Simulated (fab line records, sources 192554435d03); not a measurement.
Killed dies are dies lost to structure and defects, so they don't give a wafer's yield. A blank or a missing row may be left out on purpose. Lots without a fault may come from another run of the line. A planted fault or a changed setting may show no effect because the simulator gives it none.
fab line records | flow n5_finfet
record lots=7 wafers=21
route steps=1938 shown BEOL_M4@1021 BEOL_M5@1112 BEOL_M7@1263 BEOL_M8@1348 BEOL_M9@1439 BEOL_M10@1495
start_h: hours from the record's first day to the start of the lot's first wafer shown | wait_h: hours since the lot's step before | " the same as in the row above | L1.1+2: a row that stands for several wafers | - no value, or no start given | * or withheld: withheld | < > ~ a bound
route shown NAME@n: a module of which the file shows steps, and the number in the route of the first | usual: mean/standard deviation of fault-free wafers | same: alike in all rows | chamber/n: place in a boat | sites: the reading at each site | _std_site: their standard deviation | _edge_site: outer sites' mean less inner sites' | radius_mm: how far each site lies from the wafer's centre | mask NAME#n: copy n | behind: the tool/chamber that last shaped the wafer | hold: why the lot was held/for how many hours/how that ended | device: the transistor (n, p or np) that didn't switch | end of line: the same wafers' tests at the end of the route | a step without rows: its recipe alone | killed: dies lost to structure and defects at the first sort, not the wafer's yield | map: a wafer's dies, x killed, . not, _ none there
set.NAME: the setting as run; set.NAME@STEP: as run at that earlier step | model.NAME: the simulator's own value behind a step, which no gauge read
lots whose settings were changed on purpose; a table a step, a row a wafer
## steps
# step N5_BEOL_M4_ILD_DEP_00
# recipe material=SiOC target_thk_a=790 temp_c=350 precursor=DEMS/O2 pressure_torr=5 rf_w=500 time_s=15.3
# columns lot.wafer tool chamber start_h wait_h set.time_s model.SiOC_of_BEOL_M4_ILD_DEP_00.thk_nm
L079.1 pecvd-02 2 189.16 0.0 13.79 71.6
L079.3 " 1 " " 15.3 81
L079.4 " 0 " " 13.79 71.8
L078.1 pecvd-01 0 193.06 0.0 15.3 78.2
L078.2 " 2 " " 15.3 79
L078.3 " 1 " " 15.3 77.6
L081.2 pecvd-01 0 193.74 0.0 17.43 88.4
L081.5 " 2 " " 15.3 78.4
L081.6 " 1 " " 17.43 89.6
L085.2 pecvd-01 1 222.53 0.0 15.3 78.8
L085.4 " 2 " " 15.3 80.2
L085.6 " 1 " " 15.3 78.2
L087.1 pecvd-02 2 237.24 0.0 15.3 79.2
L087.2 " 1 " " 15.3 78
L087.4 " 2 " " 15.3 78.4
L091.1 pecvd-03 2 255.52 0.0 17.5 90.2
L091.2 " 1 " " 17.5 89.4
L091.4 " 2 " " 15.3 80.6
L097.1+2 pecvd-02 2,0 294.18 0.0 15.3 77.6
L097.4 " 2 " " 15.3 79.6
# step N5_BEOL_M4_THK_MEAS_01
# recipe reads=SiOC_of_BEOL_M4_ILD_DEP_00
# usual M4_ILD_THK=78.8/1.1
# columns lot.wafer tool chamber start_h wait_h set.time_s@BEOL_M4_ILD_DEP_00 M4_ILD_THK[nm]
L079.1 film_metro-02 - 189.23 0.0 13.79 71.6
L079.3 " - " " 15.3 80.9
L079.4 " - " " 13.79 71.9
L078.1 film_metro-02 - 193.13 0.0 15.3 78.2
L078.2 " - " " 15.3 79.0
L078.3 " - " " 15.3 77.7
L081.2 film_metro-01 - 193.80 0.1 17.43 88.4
L081.5 " - " " 15.3 78.4
L081.6 " - " " 17.43 89.7
L085.2 film_metro-02 - 222.59 0.1 15.3 78.9
L085.4 " - " " 15.3 80.1
L085.6 " - " " 15.3 78.3
L087.1 film_metro-02 - 237.31 0.0 15.3 79.1
L087.2 " - " " 15.3 78.0
L087.4 " - " " 15.3 78.4
L091.1 film_metro-02 - 255.58 0.0 17.5 90.2
L091.2 " - " " 17.5 89.5
L091.4 " - " " 15.3 80.6
L097.1 film_metro-01 - 294.24 0.0 15.3 77.5
L097.2 " - " " 15.3 77.7
L097.4 " - " " 15.3 79.5
# step N5_BEOL_M4_TRENCH_ETCH_37
# recipe chemistry=C4F6/O2 target_depth_a=555.55 target=SiOC time_s=29.2 ion_energy_ev=250 pressure_mtorr=30 source_w=355 bias_w=185 Ar_flow_sccm=300 C4F6_flow_sccm=10 O2_flow_sccm=10
# usual rf_vpp_V=669/5.7
# columns lot.wafer tool chamber start_h wait_h set.bias_w rf_vpp_V model.etch.depth_nm model.BEOL_M4.feature_depth_nm
L079.1 rie_diel-04 1 - - 185 664 56.09 56
L079.3 " 2 " " 185 674 55.47 55.4
L079.4 " 1 " " 196 695 56.83 56.8
L078.1 rie_diel-04 1 - - 185 663 55.56 55.6
L078.2 " 3 " " 201.1 723 57.9 57.8
L078.3 " 2 " " 185 675 55.83 55.8
L081.2 rie_diel-06 1 - - 172.1 637 54.1 54
L081.5 " 3 " " 172.1 639 54.88 54.8
L081.6 " 2 " " 185 672 54.71 54.8
L085.2 rie_diel-04 0 - - 211.6 736 59.86 59.8
L085.4 " 2 " " 211.6 748 58.76 58.8
L085.6 " 1 " " 185 664 55.95 56
L087.1 rie_diel-02 2 - - 185 668 55.41 55.4
L087.2 " 0 " " 206.6 723 58.04 58
L087.4 " 3 " " 185 660 53.82 53.8
L091.1 rie_diel-06 2 - - 185 670 54.25 54.2
L091.2 " 1 " " 165.2 617 53.06 53
L091.4 " 3 " " 165.2 616 53.42 53.4
L097.1 rie_diel-06 0 - - 185 667 54.42 54.4
L097.2 " 1 " " 185 675 54.43 54.4
L097.4 " 2 " " 185 670 54.23 54.2
# step N5_BEOL_M4_ETCH_41
# recipe chemistry=CH3F/O2 target=SiCN target_depth_a=299 taper_deg=2 time_s=52.5 ion_energy_ev=120 mask_material=TiN pressure_mtorr=30 source_w=395 bias_w=75 Ar_flow_sccm=150 CH3F_flow_sccm=30 O2_flow_sccm=20
# step N5_BEOL_M4_STRIP_97
# recipe chemistry=N2/H2 time_s=10 power_w=450 temp_c=40 pressure_mtorr=20 rf_frequency_hz=6e+07 bias_power_w=7 n2_flow_sccm=200 h2_flow_sccm=200
# step N5_BEOL_M4_OCD_MEAS_38
# usual trench_depth_nm=55.5/0.96
# columns lot.wafer tool chamber start_h wait_h set.bias_w@BEOL_M4_TRENCH_ETCH_37 trench_depth_nm
L079.1 ocd-01 - 195.56 - 185 56.2
L079.3 " - " " 185 55.6
L079.4 " - " " 196 56.6
L078.1 ocd-01 - 199.19 - 185 55.3
L078.2 " - " " 201.1 58.4
L078.3 " - " " 185 55.7
L081.2 ocd-01 - 201.54 - 172.1 54.0
L081.5 " - " " 172.1 54.8
L081.6 " - " " 185 54.9
L085.2 ocd-02 - 229.90 - 211.6 60.1
L085.4 " - " " 211.6 58.7
L085.6 " - " " 185 56.0
L087.1 ocd-01 - 242.65 - 185 55.3
L087.2 " - " " 206.6 57.7
L087.4 " - " " 185 53.7
L091.1 ocd-01 - 263.83 - 185 54.3
L091.2 " - " " 165.2 53.1
L091.4 " - " " 165.2 53.5
L097.1 ocd-02 - 302.44 - 185 54.2
L097.2 " - " " 185 54.6
L097.4 " - " " 185 54.2
# step N5_BEOL_M5_ILD_DEP_00
# recipe material=SiCOH_lowk target_thk_a=1406.4 temp_c=300 precursor=DEMS/porogen pressure_torr=5 rf_w=500 time_s=25.9
# columns lot.wafer tool chamber start_h wait_h set.time_s model.SiCOH_lowk_of_BEOL_M5_ILD_DEP_00.thk_nm
L079.1 pecvd-02 1 200.60 0.8 25.9 138.6
L079.3 " 2 " " 23.61 127.6
L079.4 " 2 " " 25.9 140.4
L078.1 pecvd-01 2 204.19 0.8 25.9 139
L078.2 " 1 " " 25.9 138.6
L078.3 " 0 " " 25.9 139.8
L081.2 pecvd-02 1 206.72 0.7 25.9 138
L081.5 " 1 " " 25.9 139.8
L081.6 " 0 " " 24.51 132.4
L085.2 pecvd-01 0 234.85 0.7 25.9 139.8
L085.4 " 1 " " 28.69 156.4
L085.6 " 0 " " 25.9 141.4
L087.1 pecvd-01 0 248.14 0.8 26.97 143.2
L087.2 " 1 " " 26.97 144.6
L087.4 " 1 " " 26.97 147.4
L091.1 pecvd-01 0 269.29 0.8 25.9 140.4
L091.2 " 2 " " 25.9 139
L091.4 " 0 " " 25.9 143.2
L097.1 pecvd-01 1 307.53 0.8 25.9 138.6
L097.2 " 0 " " 25.9 138.2
L097.4 " 2 " " 25.9 141
# step N5_BEOL_M5_CURE_79
# recipe temp_c=385 time_s=240 ambient=He/Ar material=SiCOH_lowk
# columns lot.wafer tool chamber start_h wait_h set.time_s@BEOL_M5_ILD_DEP_00 model.SiCOH_lowk_of_BEOL_M5_ILD_DEP_00.thk_nm
L079.1 uv_cure-02 1 200.66 0.0 25.9 119.2
L079.3 " 1 " " 23.61 109.6
L079.4 " 1 " " 25.9 120.8
L078.1 uv_cure-02 2 204.25 0.0 25.9 119.6
L078.2 " 2 " " 25.9 119.2
L078.3 " 2 " " 25.9 120.2
L081.2 uv_cure-02 1 206.88 0.1 25.9 118.8
L081.5 " 1 " " 25.9 120.2
L081.6 " 1 " " 24.51 113.8
L085.2 uv_cure-02 0 234.99 0.1 25.9 120.4
L085.4 " 0 " " 28.69 134.8
L085.6 " 0 " " 25.9 121.8
L087.1 uv_cure-01 1 248.20 0.0 26.97 123.2
L087.2 " 1 " " 26.97 124.4
L087.4 " 1 " " 26.97 126.8
L091.1 uv_cure-03 1 269.35 0.0 25.9 120.8
L091.2 " 1 " " 25.9 119.6
L091.4 " 1 " " 25.9 123.2
L097.1 uv_cure-02 1 307.59 0.0 25.9 119.2
L097.2 " 1 " " 25.9 118.8
L097.4 " 1 " " 25.9 121.4
# step N5_BEOL_M5_THK_MEAS_01
# recipe reads=SiCOH_lowk_of_BEOL_M5_ILD_DEP_00
# usual M5_ILD_THK=120.9/1.7
# columns lot.wafer tool chamber start_h wait_h set.time_s@BEOL_M5_ILD_DEP_00 M5_ILD_THK[nm]
L079.1 film_metro-02 - 201.18 0.4 25.9 119.1
L079.3 " - " " 23.61 109.7
L079.4 " - " " 25.9 120.9
L078.1 film_metro-01 - 204.76 0.4 25.9 119.6
L078.2 " - " " 25.9 119.1
L078.3 " - " " 25.9 120.1
L081.2 film_metro-02 - 207.32 0.4 25.9 118.6
L081.5 " - " " 25.9 120.2
L081.6 " - " " 24.51 113.8
L085.2 film_metro-01 - 235.43 0.4 25.9 120.3
L085.4 " - " " 28.69 134.7
L085.6 " - " " 25.9 121.8
L087.1 film_metro-01 - 248.71 0.4 26.97 123.2
L087.2 " - " " 26.97 124.4
L087.4 " - " " 26.97 126.7
L091.1 film_metro-01 - 269.86 0.4 25.9 120.9
L091.2 " - " " 25.9 119.6
L091.4 " - " " 25.9 123.1
L097.1 film_metro-01 - 308.10 0.4 25.9 119.2
L097.2 " - " " 25.9 118.8
L097.4 " - " " 25.9 121.2
# step N5_BEOL_M7_ILD_DEP_00
# recipe material=SiCOH_lowk target_thk_a=1797.5 temp_c=300 precursor=DEMS/porogen pressure_torr=5 rf_w=500 time_s=33.4
# columns lot.wafer tool chamber start_h wait_h set.time_s model.SiCOH_lowk_of_BEOL_M7_ILD_DEP_00.thk_nm
L079.1 pecvd-01 1 219.43 0.0 31.79 169.8
L079.3 " 2 " " 33.4 176.4
L079.4 " 1 " " 33.4 182.2
L078.1 pecvd-03 1 223.65 0.0 29.76 161.4
L078.2 " 0 " " 33.4 178.6
L078.3 " 2 " " 33.4 181.4
L081.2 pecvd-03 0 227.47 0.0 33.4 178.8
L081.5 " 1 " " 33.4 180.6
L081.6 " 0 " " 33.4 182.4
L085.2 pecvd-03 2 253.26 0.0 33.4 179.2
L085.4 " 0 " " 33.4 179.4
L085.6 " 1 " " 35.12 188
L087.1 pecvd-04 2 267.43 0.0 36 190
L087.2 " 1 " " 33.4 177.2
L087.4 " 1 " " 36 194.2
L091.1+2 pecvd-04 1,0 287.00 0.0 35.31 186.2
L091.4 " 1 " " 33.4 179.6
L097.1 pecvd-01 2 326.57 0.0 33.4 175.4
L097.2 " 0 " " 33.4 177.4
L097.4 " 2 " " 33.4 181
# step N5_BEOL_M7_CURE_74
# recipe temp_c=385 time_s=240 ambient=He/Ar material=SiCOH_lowk
# columns lot.wafer tool chamber start_h wait_h set.time_s@BEOL_M7_ILD_DEP_00 model.SiCOH_lowk_of_BEOL_M7_ILD_DEP_00.thk_nm
L079.1 uv_cure-02 0 219.49 0.0 31.79 146.4
L079.3 " 0 " " 33.4 152
L079.4 " 0 " " 33.4 157.2
L078.1 uv_cure-03 2 223.72 0.0 29.76 139
L078.2 " 2 " " 33.4 154
L078.3 " 2 " " 33.4 156.4
L081.2 uv_cure-02 1 227.62 0.1 33.4 154.2
L081.5 " 1 " " 33.4 155.8
L081.6 " 1 " " 33.4 157.2
L085.2+4 uv_cure-02 2 253.41 0.1 33.4 154.6
L085.6 " 2 " " 35.12 162.2
L087.1 uv_cure-03 2 267.49 0.0 36 164
L087.2 " 2 " " 33.4 152.8
L087.4 " 2 " " 36 167.6
L091.1+2 uv_cure-02 0 287.06 0.0 35.31 160.6
L091.4 " 0 " " 33.4 154.8
L097.1 uv_cure-01 1 326.63 0.0 33.4 151.2
L097.2 " 1 " " 33.4 153
L097.4 " 1 " " 33.4 156
# step N5_BEOL_M7_THK_MEAS_01
# recipe reads=SiCOH_lowk_of_BEOL_M7_ILD_DEP_00
# usual M7_ILD_THK=155.0/1.9
# columns lot.wafer tool chamber start_h wait_h set.time_s@BEOL_M7_ILD_DEP_00 M7_ILD_THK[nm]
L079.1 film_metro-02 - 220.00 0.4 31.79 146.2
L079.3 " - " " 33.4 152.0
L079.4 " - " " 33.4 157.2
L078.1 film_metro-02 - 224.23 0.4 29.76 139.2
L078.2 " - " " 33.4 154.0
L078.3 " - " " 33.4 156.3
L081.2 film_metro-02 - 228.05 0.4 33.4 154.2
L081.5 " - " " 33.4 155.9
L081.6 " - " " 33.4 157.3
L085.2 film_metro-01 - 253.84 0.4 33.4 154.5
L085.4 " - " " 33.4 154.7
L085.6 " - " " 35.12 162.3
L087.1 film_metro-02 - 268.01 0.4 36 163.9
L087.2 " - " " 33.4 152.7
L087.4 " - " " 36 167.5
L091.1 film_metro-01 - 287.57 0.4 35.31 160.6
L091.2 " - " " 35.31 160.7
L091.4 " - " " 33.4 154.8
L097.1 film_metro-02 - 327.14 0.4 33.4 151.2
L097.2 " - " " 33.4 153.1
L097.4 " - " " 33.4 156.0
# step N5_BEOL_M7_TRENCH_ETCH_37
# recipe chemistry=C4F6/O2 target_depth_a=934.78 target=SiCOH_lowk time_s=31.2 ion_energy_ev=250 pressure_mtorr=30 source_w=345 bias_w=185 Ar_flow_sccm=300 C4F6_flow_sccm=10 O2_flow_sccm=10
# usual rf_vpp_V=664/5.7
# columns lot.wafer tool chamber start_h wait_h set.bias_w rf_vpp_V
L079.1 rie_diel-03 2 - - 201.3 708
L079.3 " 3 " " 201.3 707
L079.4 " 1 " " 201.3 717
L078.1 rie_diel-03 1 - - 185 670
L078.2 " 0 " " 185 671
L078.3 " 2 " " 185 662
L081.2 rie_diel-01 0 - - 185 668
L081.5 " 2 " " 172.3 623
L081.6 " 3 " " 172.3 626
L085.2 rie_diel-03 1 - - 156 584
L085.4 " 1 " " 185 669
L085.6 " 0 " " 185 672
L087.1 rie_diel-01 3 - - 153.4 569
L087.2 " 1 " " 185 667
L087.4 " 0 " " 185 667
L091.1 rie_diel-05 0 - - 185 656
L091.2 " 3 " " 185 653
L091.4 " 1 " " 176 646
L097.1 rie_diel-05 1 - - 185 671
L097.2 " 2 " " 185 658
L097.4 " 0 " " 185 658
# step N5_BEOL_M7_ETCH_41
# recipe chemistry=CH3F/O2 target=SiCN target_depth_a=319 taper_deg=2 time_s=57.8 ion_energy_ev=120 mask_material=TiN pressure_mtorr=30 source_w=395 bias_w=75 Ar_flow_sccm=150 CH3F_flow_sccm=30 O2_flow_sccm=20
# step N5_BEOL_M7_STRIP_80
# recipe chemistry=N2/H2 time_s=10 power_w=450 temp_c=40 pressure_mtorr=20 rf_frequency_hz=6e+07 bias_power_w=7 n2_flow_sccm=200 h2_flow_sccm=200
# step N5_BEOL_M7_OCD_MEAS_38
# usual trench_depth_nm=93.9/1.5
# columns lot.wafer tool chamber start_h wait_h set.bias_w@BEOL_M7_TRENCH_ETCH_37 trench_depth_nm
L079.1 ocd-01 - 224.75 - 201.3 95.0
L079.3 " - " " 201.3 95.5
L079.4 " - " " 201.3 97.0
L078.1 ocd-01 - 230.06 - 185 93.5
L078.2 " - " " 185 91.7
L078.3 " - " " 185 91.5
L081.2 ocd-02 - 232.38 - 185 95.8
L081.5 " - " " 172.3 90.3
L081.6 " - " " 172.3 92.9
L085.2 ocd-01 - 259.30 - 156 89.2
L085.4 " - " " 185 95.0
L085.6 " - " " 185 93.4
L087.1 ocd-01 - 272.58 - 153.4 91.7
L087.2 " - " " 185 96.8
L087.4 " - " " 185 96.4
L091.1 ocd-01 - 290.07 - 185 94.2
L091.2 " - " " 185 93.9
L091.4 " - " " 176 93.6
L097.1 ocd-01 - 331.78 - 185 95.3
L097.2 " - " " 185 93.2
L097.4 " - " " 185 94.9
# step N5_BEOL_M7_ALD_77
# recipe material=TaN target_thk_a=20 temp_c=275 ald_precursor_family=PDMAT ald_co_reactant=NH3 pressure_torr=3 carrier_flow_sccm=1500 pulse_time_s=2 purge_time_s=3 co_reactant_purge_time_s=2 co_reactant_pulse_time_s=3 ald_cycles=40 precursor_vessel_temp_c=75 precursor_vessel_pressure_torr=26.25 precursor_vessel_carrier_sccm=1000
# columns lot.wafer tool chamber start_h wait_h set.ald_cycles model.TaN_of_BEOL_M7_ALD_77.thk_nm
L079.1+4 ald_metal-01 1,2 226.05 0.0 40 2
L079.3 " 3 " " 46 2.4
L078.1+2+3 ald_metal-01 3,1,0 230.87 0.0 40 2
L081.2+6 ald_metal-02 3,2 233.64 0.1 40 2
L081.5 " 3 " " 34 1.6
L085.2+6 ald_metal-01 0,1 259.92 0.1 37 1.8
L085.4 " 3 " " 40 2
L087.1+4 ald_metal-03 3,1 273.85 0.1 45 2.2
L087.2 " 0 " " 40 2
L091.1 ald_metal-01 0 291.13 0.0 40 2
L091.2+4 " 1,0 " " 43 2.2
L097.1+2+4 ald_metal-02 0,2,1 332.81 0.0 40 2
# step N5_BEOL_M8_DESCUM_16
# recipe chemistry=O2 time_s=7.9 source_power_w=50 bias_power_w=20 pressure_mtorr=20 rf_frequency_hz=2.712e+07 temp_c=40 resist=CAR-ArF o2_flow_sccm=225
# columns lot.wafer tool chamber start_h wait_h set.time_s model.CAR-ArF_of_BEOL_M8_COAT_05.thk_nm
L079.1+4 rie_diel-02 2,3 230.47 0.1 7.9 83.4
L079.3 " 1 " " 9.316 82.6
L078.1 rie_diel-04 1 234.52 0.1 9.374 82.6
L078.2 " 3 " " 7.9 83.4
L078.3 " 2 " " 9.374 82.8
L081.2 rie_diel-04 2 237.52 0.2 7.9 83.6
L081.5 " 3 " " 7.9 83.8
L081.6 " 2 " " 8.843 83
L085.2+6 rie_diel-06 2,3 263.95 0.0 7.9 83.4
L085.4 " 0 " " 9.595 82.4
L087.1 rie_diel-06 1 278.46 0.2 7.9 83.4
L087.2+4 " 2,0 " " 7.9 83.6
L091.1 rie_diel-02 2 294.29 0.0 7.9 83.4
L091.2 " 0 " " 7.9 83.2
L091.4 " 2 " " 7.9 83.6
L097.1+2+4 rie_diel-04 3,2,0 336.91 0.0 7.9 83.6
# step N5_BEOL_M9_ETCH_65
# recipe chemistry=CF4 target=SiARC target_depth_a=156 mask_material=CAR-EUV time_s=26 ion_energy_ev=80 pressure_mtorr=40 source_w=545 bias_w=36 Ar_flow_sccm=100 cf4_flow_sccm=100 ends=cleared
# usual etch_rf_on_time_s=25.7/0.44 rf_vpp_V=184.0/1.4
# columns lot.wafer tool chamber start_h wait_h set.bias_w etch_rf_on_time_s rf_vpp_V
L079.1 rie_diel-03 0 238.68 0.0 38.2 25.8 191.9
L079.3 " 1 " " 36 26.2 185.3
L079.4 " 3 " " 38.2 25.7 187.5
L078.1 rie_diel-05 2 241.54 0.0 36 26.3 182.9
L078.2 " 0 " " 30.73 27.0 163.9
L078.3 " 3 " " 30.73 27.2 165.0
L081.2 rie_diel-01 3 248.25 0.0 42.43 23.7 203.7
L081.5 " 1 " " 36 25.2 185.9
L081.6 " 3 " " 42.43 23.7 205.0
L085.2 rie_diel-05 1 273.74 0.0 36 25.7 183.6
L085.4 " 3 " " 32.75 26.6 173.0
L085.6 " 0 " " 32.75 26.3 171.8
L087.1 rie_diel-01 1 287.22 0.0 33.64 26.1 177.9
L087.2 " 2 " " 36 25.8 185.4
L087.4 " 3 " " 36 25.1 184.8
L091.1 rie_diel-05 0 304.97 0.0 36 25.5 184.5
L091.2 " 3 " " 39.91 24.7 194.7
L091.4 " 1 " " 36 25.5 183.2
L097.1 rie_diel-05 0 346.86 0.0 36 25.7 183.2
L097.2 " 1 " " 36 25.9 184.9
L097.4 " 2 " " 36 26.3 182.2
# step N5_BEOL_M9_ETCH_66
# recipe chemistry=N2/H2 target=SOC target_depth_a=800 overetch_a=160 mask_material=SiARC temp_c=40 time_s=120 ion_energy_ev=200 pressure_mtorr=30 source_w=840 bias_w=150 n2_flow_sccm=200 h2_flow_sccm=200
# usual rf_vpp_V=524/3.1
# columns lot.wafer tool chamber start_h wait_h set.bias_w rf_vpp_V model.SiARC_of_BEOL_M9_COAT_64.thk_nm
L079.1 rie_diel-03 0 238.71 0.0 150 524 6.6
L079.3 " 1 " " 150 527 6.4
L079.4 " 3 " " 127.8 470 7.6
L078.1 rie_diel-05 2 241.57 0.0 150 521 6.6
L078.2 " 0 " " 150 521 6.4
L078.3 " 3 " " 136.3 491 7
L081.2 rie_diel-01 3 248.28 0.0 150 527 6.2
L081.5 " 1 " " 150 527 6.2
L081.6 " 3 " " 135.3 492 7
L085.2 rie_diel-05 1 273.76 0.0 157.7 539 6
L085.4 " 3 " " 150 520 6.4
L085.6 " 0 " " 157.7 540 6
L087.1 rie_diel-01 1 287.25 0.0 171.4 572 5.2
L087.2 " 2 " " 150 526 6.4
L087.4 " 3 " " 171.4 571 5.2
L091.1 rie_diel-05 0 305.00 0.0 176.8 578 5.2
L091.2 " 3 " " 176.8 577 5.2
L091.4 " 1 " " 150 523 6.4
L097.1 rie_diel-05 0 346.89 0.0 150 521 6.4
L097.2 " 1 " " 150 522 6.4
L097.4 " 2 " " 150 520 6.6
# step N5_BEOL_M10_COAT_64
# recipe resist=SiARC temp_c=220 time_s=60 spin_rpm=1500 resist_thk_nm=30
# columns lot.wafer tool chamber start_h wait_h set.spin_rpm model.SiARC_of_BEOL_M10_COAT_64.thk_nm
L079.1+3+4 litho_track-01 0 - - 1500 30
L078.1+3 litho_track-02 0 - - 1500 30
L078.2 " 0 " " 1606 29.2
L081.2+6 litho_track-01 0 - - 1422 30.8
L081.5 " 0 " " 1500 30
L085.2+4+6 litho_track-03 0 - - 1500 30
L087.1+2+4 litho_track-03 0 - - 1500 30
L091.1 litho_track-01 0 - - 1406 31
L091.2+4 " 0 " " 1500 30
L097.1+2+4 litho_track-02 0 - - 1500 30.2
## key
split step=N5_BEOL_M4_ILD_DEP_00 setting=time_s stated=15.3 by=wafer
response step=N5_BEOL_M4_ILD_DEP_00 reading=model.SiOC_of_BEOL_M4_ILD_DEP_00.thk_nm change=+0.746 per=1% r=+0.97
response step=N5_BEOL_M4_THK_MEAS_01 reading=M4_ILD_THK change=+0.748 per=1% r=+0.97
split step=N5_BEOL_M4_TRENCH_ETCH_37 setting=bias_w stated=185 by=wafer
response step=N5_BEOL_M4_TRENCH_ETCH_37 reading=rf_vpp_V change=+5.26 per=1% r=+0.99
response step=N5_BEOL_M4_TRENCH_ETCH_37 reading=model.etch.depth_nm change=+0.204 per=1% r=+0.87
response step=N5_BEOL_M4_TRENCH_ETCH_37 reading=model.BEOL_M4.feature_depth_nm change=+0.203 per=1% r=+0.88
response step=N5_BEOL_M4_OCD_MEAS_38 reading=trench_depth_nm change=+0.209 per=1% r=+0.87
split step=N5_BEOL_M5_ILD_DEP_00 setting=time_s stated=25.9 by=wafer
response step=N5_BEOL_M5_ILD_DEP_00 reading=model.SiCOH_lowk_of_BEOL_M5_ILD_DEP_00.thk_nm change=+1.39 per=1% r=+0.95
response step=N5_BEOL_M5_CURE_79 reading=model.SiCOH_lowk_of_BEOL_M5_ILD_DEP_00.thk_nm change=+1.21 per=1% r=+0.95
response step=N5_BEOL_M5_THK_MEAS_01 reading=M5_ILD_THK change=+1.21 per=1% r=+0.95
split step=N5_BEOL_M7_ILD_DEP_00 setting=time_s stated=33.4 by=wafer
response step=N5_BEOL_M7_ILD_DEP_00 reading=model.SiCOH_lowk_of_BEOL_M7_ILD_DEP_00.thk_nm change=+1.71 per=1% r=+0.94
response step=N5_BEOL_M7_CURE_74 reading=model.SiCOH_lowk_of_BEOL_M7_ILD_DEP_00.thk_nm change=+1.49 per=1% r=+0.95
response step=N5_BEOL_M7_THK_MEAS_01 reading=M7_ILD_THK change=+1.48 per=1% r=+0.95
split step=N5_BEOL_M7_TRENCH_ETCH_37 setting=bias_w stated=185 by=wafer
response step=N5_BEOL_M7_TRENCH_ETCH_37 reading=rf_vpp_V change=+5.52 per=1% r=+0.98
response step=N5_BEOL_M7_OCD_MEAS_38 reading=trench_depth_nm change=+0.317 per=1% r=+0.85
split step=N5_BEOL_M7_ALD_77 setting=ald_cycles stated=40 by=wafer
response step=N5_BEOL_M7_ALD_77 reading=model.TaN_of_BEOL_M7_ALD_77.thk_nm change=+0.0243 per=1% r=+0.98
split step=N5_BEOL_M8_DESCUM_16 setting=time_s stated=7.9 by=wafer
response step=N5_BEOL_M8_DESCUM_16 reading=model.CAR-ArF_of_BEOL_M8_COAT_05.thk_nm change=-0.045 per=1% r=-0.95
split step=N5_BEOL_M9_ETCH_65 setting=bias_w stated=36 by=wafer
response step=N5_BEOL_M9_ETCH_65 reading=etch_rf_on_time_s change=* per=1% r=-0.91
response step=N5_BEOL_M9_ETCH_65 reading=rf_vpp_V change=+1.1 per=1% r=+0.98
split step=N5_BEOL_M9_ETCH_66 setting=bias_w stated=150 by=wafer
response step=N5_BEOL_M9_ETCH_66 reading=rf_vpp_V change=+3.34 per=1% r=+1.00
response step=N5_BEOL_M9_ETCH_66 reading=model.SiARC_of_BEOL_M9_COAT_64.thk_nm change=-0.0731 per=1% r=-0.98
split step=N5_BEOL_M10_COAT_64 setting=spin_rpm stated=1500 by=wafer
response step=N5_BEOL_M10_COAT_64 reading=model.SiARC_of_BEOL_M10_COAT_64.thk_nm change=-0.138 per=1% r=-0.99
